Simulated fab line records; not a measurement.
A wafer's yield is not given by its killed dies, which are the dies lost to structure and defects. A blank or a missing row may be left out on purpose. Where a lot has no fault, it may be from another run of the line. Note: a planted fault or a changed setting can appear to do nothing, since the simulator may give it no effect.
Split-lot trial :: flow n5Finfet :: 39 wafers read from 7 lots, route of 1938 steps

ABOUT THE SPLIT
At N5_SD_EPI_N_EXPOSE_06 (exposes mask SD N BLK, target cd 120 nm), the setting doseMj was moved away from the recipe's 39.75 on 12 of the 39 wafers read, by -7.1% to +3.5%. The other wafers ran this setting at the recipe's value.

FROM THE SPLIT TO THE READING: what the file shows between them, 2 steps
- N5_SD_EPI_N_PEB_07: peb time 60 s
- N5_SD_EPI_N_DEVELOP_08: develop time 30 s

THE READING
cdNm, in nm, at N5_SD_EPI_N_CD_MEAS_09 (target cd 120 nm). A value of 119.7 nm with a standard deviation of 1.1 nm is what fault-free wafers of this fab line usually give.

wafer: L075.1
tool, chamber at the split: arfiScanner-01, 0
doseMj as run: 39.75
against the recipe: recipe
cdNm, nm: 119.4
against lot-mates on the recipe: -

wafer: L075.2
tool, chamber at the split: arfiScanner-01, 0
doseMj as run: 39.75
against the recipe: recipe
cdNm, nm: 120.4
against lot-mates on the recipe: -

wafer: L075.3
tool, chamber at the split: arfiScanner-01, 0
doseMj as run: 39.75
against the recipe: recipe
cdNm, nm: 118.3
against lot-mates on the recipe: -

wafer: L075.4
tool, chamber at the split: arfiScanner-01, 0
doseMj as run: 39.75
against the recipe: recipe
cdNm, nm: 118.0
against lot-mates on the recipe: -

wafer: L075.5
tool, chamber at the split: arfiScanner-01, 0
doseMj as run: 39.75
against the recipe: recipe
cdNm, nm: 119.1
against lot-mates on the recipe: -

wafer: L075.6
tool, chamber at the split: arfiScanner-01, 0
doseMj as run: 39.75
against the recipe: recipe
cdNm, nm: 121.0
against lot-mates on the recipe: -

wafer: L079.1
tool, chamber at the split: arfiScanner-01, 0
doseMj as run: 36.93
against the recipe: -7.1%
cdNm, nm: 114.2
against lot-mates on the recipe: -4.5

wafer: L079.2
tool, chamber at the split: arfiScanner-01, 0
doseMj as run: 36.93
against the recipe: -7.1%
cdNm, nm: 115.3
against lot-mates on the recipe: -3.4

wafer: L079.3
tool, chamber at the split: arfiScanner-01, 0
doseMj as run: 39.75
against the recipe: recipe
cdNm, nm: 118.1
against lot-mates on the recipe: -

wafer: L079.4
tool, chamber at the split: arfiScanner-01, 0
doseMj as run: 39.75
against the recipe: recipe
cdNm, nm: 118.9
against lot-mates on the recipe: -

wafer: L079.5
tool, chamber at the split: arfiScanner-01, 0
doseMj as run: 36.93
against the recipe: -7.1%
cdNm, nm: 114.0
against lot-mates on the recipe: -4.7

wafer: L079.6
tool, chamber at the split: arfiScanner-01, 0
doseMj as run: 39.75
against the recipe: recipe
cdNm, nm: 119.2
against lot-mates on the recipe: -

wafer: L081.1
tool, chamber at the split: arfiScanner-02, 0
doseMj as run: 39.75
against the recipe: recipe
cdNm, nm: 120.9
against lot-mates on the recipe: -

wafer: L081.3
tool, chamber at the split: arfiScanner-02, 0
doseMj as run: 39.75
against the recipe: recipe
cdNm, nm: 121.6
against lot-mates on the recipe: -

wafer: L081.5
tool, chamber at the split: arfiScanner-02, 0
doseMj as run: 39.75
against the recipe: recipe
cdNm, nm: 120.7
against lot-mates on the recipe: -

wafer: L083.1
tool, chamber at the split: arfiScanner-03, 0
doseMj as run: 39.75
against the recipe: recipe
cdNm, nm: 120.5
against lot-mates on the recipe: -

wafer: L083.2
tool, chamber at the split: arfiScanner-03, 0
doseMj as run: 39.75
against the recipe: recipe
cdNm, nm: 120.7
against lot-mates on the recipe: -

wafer: L083.3
tool, chamber at the split: arfiScanner-03, 0
doseMj as run: 39.75
against the recipe: recipe
cdNm, nm: 121.0
against lot-mates on the recipe: -

wafer: L083.4
tool, chamber at the split: arfiScanner-03, 0
doseMj as run: 39.75
against the recipe: recipe
cdNm, nm: 120.5
against lot-mates on the recipe: -

wafer: L083.5
tool, chamber at the split: arfiScanner-03, 0
doseMj as run: 39.75
against the recipe: recipe
cdNm, nm: 120.6
against lot-mates on the recipe: -

wafer: L083.6
tool, chamber at the split: arfiScanner-03, 0
doseMj as run: 39.75
against the recipe: recipe
cdNm, nm: 120.7
against lot-mates on the recipe: -

wafer: L084.1
tool, chamber at the split: arfiScanner-03, 0
doseMj as run: 39.75
against the recipe: recipe
cdNm, nm: 120.0
against lot-mates on the recipe: -

wafer: L084.2
tool, chamber at the split: arfiScanner-03, 0
doseMj as run: 39.75
against the recipe: recipe
cdNm, nm: 119.8
against lot-mates on the recipe: -

wafer: L084.3
tool, chamber at the split: arfiScanner-03, 0
doseMj as run: 40.67
against the recipe: +2.3%
cdNm, nm: 121.8
against lot-mates on the recipe: +1.9

wafer: L084.4
tool, chamber at the split: arfiScanner-03, 0
doseMj as run: 39.75
against the recipe: recipe
cdNm, nm: 120.0
against lot-mates on the recipe: -

wafer: L084.5
tool, chamber at the split: arfiScanner-03, 0
doseMj as run: 40.67
against the recipe: +2.3%
cdNm, nm: 121.4
against lot-mates on the recipe: +1.5

wafer: L084.6
tool, chamber at the split: arfiScanner-03, 0
doseMj as run: 40.67
against the recipe: +2.3%
cdNm, nm: 122.0
against lot-mates on the recipe: +2.1

wafer: L087.1
tool, chamber at the split: arfiScanner-02, 0
doseMj as run: 41
against the recipe: +3.1%
cdNm, nm: 122.2
against lot-mates on the recipe: +2.9

wafer: L087.2
tool, chamber at the split: arfiScanner-02, 0
doseMj as run: 39.75
against the recipe: recipe
cdNm, nm: 119.4
against lot-mates on the recipe: -

wafer: L087.3
tool, chamber at the split: arfiScanner-02, 0
doseMj as run: 41
against the recipe: +3.1%
cdNm, nm: 122.9
against lot-mates on the recipe: +3.6

wafer: L087.4
tool, chamber at the split: arfiScanner-02, 0
doseMj as run: 41
against the recipe: +3.1%
cdNm, nm: 121.6
against lot-mates on the recipe: +2.3

wafer: L087.5
tool, chamber at the split: arfiScanner-02, 0
doseMj as run: 39.75
against the recipe: recipe
cdNm, nm: 119.0
against lot-mates on the recipe: -

wafer: L087.6
tool, chamber at the split: arfiScanner-02, 0
doseMj as run: 39.75
against the recipe: recipe
cdNm, nm: 119.6
against lot-mates on the recipe: -

wafer: L088.1
tool, chamber at the split: arfiScanner-01, 0
doseMj as run: 39.75
against the recipe: recipe
cdNm, nm: 119.6
against lot-mates on the recipe: -

wafer: L088.2
tool, chamber at the split: arfiScanner-01, 0
doseMj as run: 39.75
against the recipe: recipe
cdNm, nm: 119.8
against lot-mates on the recipe: -

wafer: L088.3
tool, chamber at the split: arfiScanner-01, 0
doseMj as run: 41.15
against the recipe: +3.5%
cdNm, nm: 121.1
against lot-mates on the recipe: +1.3

wafer: L088.4
tool, chamber at the split: arfiScanner-01, 0
doseMj as run: 41.15
against the recipe: +3.5%
cdNm, nm: 121.2
against lot-mates on the recipe: +1.4

wafer: L088.5
tool, chamber at the split: arfiScanner-01, 0
doseMj as run: 41.15
against the recipe: +3.5%
cdNm, nm: 121.4
against lot-mates on the recipe: +1.6

wafer: L088.6
tool, chamber at the split: arfiScanner-01, 0
doseMj as run: 39.75
against the recipe: recipe
cdNm, nm: 119.9
against lot-mates on the recipe: -

FIT RESULTS
A straight line over all 39 wafers: cdNm changes by +0.703 nm for each +1% of doseMj; r = +0.89; the points scatter about the line by 0.88 nm.
The same after taking each lot's own level away (the mean of its wafers on the recipe; 39 wafers): +0.62 nm for each +1%; r = +0.93; scatter 0.64 nm.
The reading moves by 4.4 nm for the largest change in doseMj, on that fit.
From 118.73 to 121.07 nm: that is the span of the lots' own levels, equal to 2.1 times the standard deviation above.
So the slope is not independent of the lot-to-lot level: the two fits are not the same.
Check: -4.28 nm against its lot-mates is what the line predicts for one of the wafers moved furthest among these (-7.1%) when that wafer is left out of the fit. Against them it came out at -4.53 nm.

THESE WAFERS: OTHER SPLITS
Before the reading, these wafers also passed through other splits. Each is held against what the fit with the lots' levels taken away leaves over:
other split on the same wafers: N5_FIN_CUT_CUT_ETCH_15 timeS
wafers away from the commonest value: 18
r with cdNm (lot level and that fit taken away): +0.13

other split on the same wafers: N5_DUMMY_GATE_CVD_03 targetThkA
wafers away from the commonest value: 30
r with cdNm (lot level and that fit taken away): -0.03

other split on the same wafers: N5_DUMMY_GATE_ETCH_32 timeS
wafers away from the commonest value: 12
r with cdNm (lot level and that fit taken away): +0.00

THE WHOLE CHAIN: every reading that the file lists as answering this split, in the file's order
step: N5_SD_EPI_N_CD_MEAS_09
what it does: target cd 120 nm
reading: cdNm
change (the file's fit): +0.621 nm for each +1% of the setting
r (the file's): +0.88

step: N5_SD_EPI_N_DESCUM_14
what it does: chemistry O2, time 7.9 s
reading: SD_EPI_N.cdNm (the simulator's own value, which no gauge read)
change (the file's fit): +0.631 nm for each +1% of the setting
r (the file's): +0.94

step: N5_SD_EPI_N_ETCH_34
what it does: etches SiARC in CF4, target depth 45.5 nm, time 75.8 s
reading: SD_EPI_N.cdNm (the simulator's own value, which no gauge read)
change (the file's fit): +0.587 nm for each +1% of the setting
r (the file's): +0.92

FILE'S OWN FIT
cdNm changes by +0.621 nm for each +1% of doseMj, r = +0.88.
